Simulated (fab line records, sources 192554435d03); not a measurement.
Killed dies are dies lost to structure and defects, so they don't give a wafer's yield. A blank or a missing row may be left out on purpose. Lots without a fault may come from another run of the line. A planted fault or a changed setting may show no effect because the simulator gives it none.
Split-lot experiment | flow n5_finfet | 7 lots, 21 wafers read, on a route of 1938 steps

THE SPLIT
At N5_BEOL_M1_COAT_22 (resist thk 30 nm), the setting spin_rpm was moved away from the recipe's 1500 rpm on 4 of the 21 wafers read, by -10.7% to +3.6%. The other wafers ran this setting at the recipe's value.

FROM THE SPLIT TO THE READING: what the file shows between them, 4 steps
- N5_BEOL_M1_EBR_24
- N5_BEOL_M1_SOFTBAKE_23: time 60 s
- N5_BEOL_M1_EXPOSE_25: exposes mask V0, defocus 5 nm, target cd 24 nm
- N5_BEOL_M1_PEB_26: peb time 60 s

THE READING
CAR-EUV_of_BEOL_M1_COAT_22.thk_nm (the simulator's own value, which no gauge read), in nm, at N5_BEOL_M1_DEVELOP_27 (develop time 30 s). The file gives no usual value for it. The 17 wafers here that ran the recipe average 29.6 nm, standard deviation 0.076 nm.

wafer  | tool, chamber at the split | spin_rpm as run, rpm | against the recipe | CAR-EUV_of_BEOL_M1_COAT_22.thk_nm, nm | against lot-mates on the recipe
L076.3 | litho_track-05, 0          | 1553                 | +3.5%              | 29.2                                  | -0.4
L076.5 | litho_track-05, 0          | 1500                 | recipe             | 29.6                                  | -
L076.6 | litho_track-05, 0          | 1500                 | recipe             | 29.6                                  | -
L080.2 | litho_track-02, 0          | 1554                 | +3.6%              | 29                                    | -0.6
L080.5 | litho_track-02, 0          | 1500                 | recipe             | 29.6                                  | -
L080.6 | litho_track-02, 0          | 1500                 | recipe             | 29.6                                  | -
L082.3 | litho_track-02, 0          | 1500                 | recipe             | 29.6                                  | -
L082.5 | litho_track-02, 0          | 1500                 | recipe             | 29.6                                  | -
L082.6 | litho_track-02, 0          | 1339                 | -10.7%             | 31.4                                  | +1.8
L084.1 | litho_track-01, 0          | 1500                 | recipe             | 29.4                                  | -
L084.6 | litho_track-01, 0          | 1500                 | recipe             | 29.4                                  | -
L084.2 | litho_track-01, 0          | 1500                 | recipe             | 29.6                                  | -
L094.1 | litho_track-01, 0          | 1500                 | recipe             | 29.6                                  | -
L094.5 | litho_track-01, 0          | 1500                 | recipe             | 29.6                                  | -
L094.4 | litho_track-01, 0          | 1500                 | recipe             | 29.4                                  | -
L089.1 | litho_track-05, 0          | 1500                 | recipe             | 29.6                                  | -
L089.4 | litho_track-05, 0          | 1500                 | recipe             | 29.6                                  | -
L089.6 | litho_track-05, 0          | 1500                 | recipe             | 29.6                                  | -
L091.3 | litho_track-02, 0          | 1500                 | recipe             | 29.6                                  | -
L091.4 | litho_track-02, 0          | 1500                 | recipe             | 29.6                                  | -
L091.5 | litho_track-02, 0          | 1360                 | -9.3%              | 31                                    | +1.4

THE FIT
A straight line over all 21 wafers: CAR-EUV_of_BEOL_M1_COAT_22.thk_nm changes by -0.159 nm for each +1% of spin_rpm; r = -0.99; the points scatter about the line by 0.09 nm.
The same after taking each lot's own level away (the mean of its wafers on the recipe; 21 wafers): -0.157 nm for each +1%; r = -0.99; scatter 0.071 nm.
On that fit, the largest move of spin_rpm shifts the reading by 1.7 nm.
The lots' own levels span 29.47 to 29.60 nm, that is 1.7 times the standard deviation above.
So the lot-to-lot level changes the slope little: the two slopes agree.
Check: with one of the wafers moved furthest among these (-10.7%) left out of the fit, the line predicts +1.59 nm for it against its lot-mates. It came out at +1.8 nm against them.

OTHER SPLITS ON THESE WAFERS
These wafers also went through other splits before the reading. Each is held against what the fit with the lots' levels taken away leaves over:
other split on the same wafers               | wafers away from the commonest value | r with CAR-EUV_of_BEOL_M1_COAT_22.thk_nm (lot level and that fit taken away)
N5_ZERO_LAYER_EXPOSE_08 dose_mj              | 3                                    | +0.04
N5_ZERO_LAYER_DEVELOP_10 develop_time_s      | 4                                    | +0.34
N5_FIN_SAQP_SPACER1_ALD_24 temp_c            | 6                                    | +0.01
N5_DUMMY_GATE_DESCUM_20 time_s               | 6                                    | -0.09
N5_GATE_CUT_ALD_22 ald_cycles                | 7                                    | +0.13
N5_MOL_CONTACT_COAG_CONTACT_ETCH_14 source_w | 9                                    | +0.11
N5_BEOL_M0_SAQP_PECVD_00 time_s              | 8                                    | -0.18
N5_BEOL_M0_SAQP_PECVD_04 time_s              | 7                                    | -0.25
N5_BEOL_M0_SAQP_COAT_82 spin_rpm             | 7                                    | +0.22

THE WHOLE CHAIN: every reading that the file lists as answering this split, in the file's order
step                  | what it does      | reading                                                                            | change (the file's fit)               | r (the file's)
N5_BEOL_M1_COAT_22    | resist thk 30 nm  | CAR-EUV_of_BEOL_M1_COAT_22.thk_nm (the simulator's own value, which no gauge read) | -0.15 nm for each +1% of the setting  | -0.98
N5_BEOL_M1_DEVELOP_27 | develop time 30 s | CAR-EUV_of_BEOL_M1_COAT_22.thk_nm (the simulator's own value, which no gauge read) | -0.158 nm for each +1% of the setting | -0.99

THE FILE'S OWN FIT
CAR-EUV_of_BEOL_M1_COAT_22.thk_nm changes by -0.158 nm for each +1% of spin_rpm, r = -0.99.
